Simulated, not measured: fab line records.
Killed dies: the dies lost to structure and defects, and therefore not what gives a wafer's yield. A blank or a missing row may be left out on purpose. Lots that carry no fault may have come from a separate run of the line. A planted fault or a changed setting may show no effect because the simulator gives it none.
2 desks looking at one fault ; flow nand harc ; only its own numbers are on each desk; what lay behind them is given at the end

FROM THE METROLOGY DESK
What the gauges read for every lot (on any tool): the sampled wafers with a number, averaged. A lot is out of limits, marked OUT, if its mean lies more than 4 standard deviations from the usual mean; the brackets give that distance.
Columns: A = cd nm at NHARC_P_CONTACT_CD_MEAS_12, usual 90.3 nm
lot;first seen here;A
L184;day 6 04:26;90.1
L185;day 6 17:29;91.3
L186;day 6 22:14;90.6
L188;day 7 20:17;90.2
L191;day 9 03:59;90.6
L194;day 10 12:23;90.4
L196;day 11 04:17;89.7
L198;day 12 06:20;89.8
L199;day 12 15:58;94.9 (+6.9) OUT
L203;day 14 02:14;93.6 (+5.0) OUT
L204;day 14 18:52;93.2 (+4.3) OUT
This desk's finding: out of limits on L199, L203, L204; first on L199, day 12 15:58 (cd nm at NHARC_P_CONTACT_CD_MEAS_12). L184, L185, L186, L188, L191, L194, L196, L198: within limits.

FOR THE TOOL OWNER'S DESK: arfi scanner-01
The tool's own readings at NHARC_P_CONTACT_EXPOSE_09 (exposes mask P CA, target cd 90 nm): means of the sampled wafers that have a number, for each lot that ran on this tool. A lot is out of limits, marked OUT, if its mean lies more than 4 standard deviations from the usual mean; the brackets give that distance.
Columns: A = exposure dose mJ cm2 at NHARC_P_CONTACT_EXPOSE_09, usual 81.25
lot;first seen here;A
L194;day 10 12:16;81.25
L198;day 12 06:12;81.18
L199;day 12 15:50;87.91 (+89) OUT
L203;day 14 02:05;86.53 (+70) OUT
L204;day 14 18:44;85.58 (+58) OUT
This desk's finding: out of limits on L199, L203, L204; first on L199, day 12 15:50 (exposure dose mJ cm2 at NHARC_P_CONTACT_EXPOSE_09). L194, L198: within limits.

ALL TOGETHER
At day 12 15:50, on L199, L203, L204, the tool owner's desk was in a position to raise an alarm.
An alarm was possible from the metrology desk at day 12 15:58, on L199, L203, L204.
The lots listed all ran NHARC_P_CONTACT_EXPOSE_09 on arfi scanner-01.

WHAT THE SIMULATOR HAD INSERTED
Process parameters drifting: arfi scanner-01 at NHARC_P_CONTACT_EXPOSE_09, beginning at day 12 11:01. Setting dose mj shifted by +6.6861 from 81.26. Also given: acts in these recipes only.
Struck lots among those shown: L199, L203, L204.
Time in hours from fault onset to the first out-of-limits reading at each desk: tool owner's desk 5, metrology desk 5.
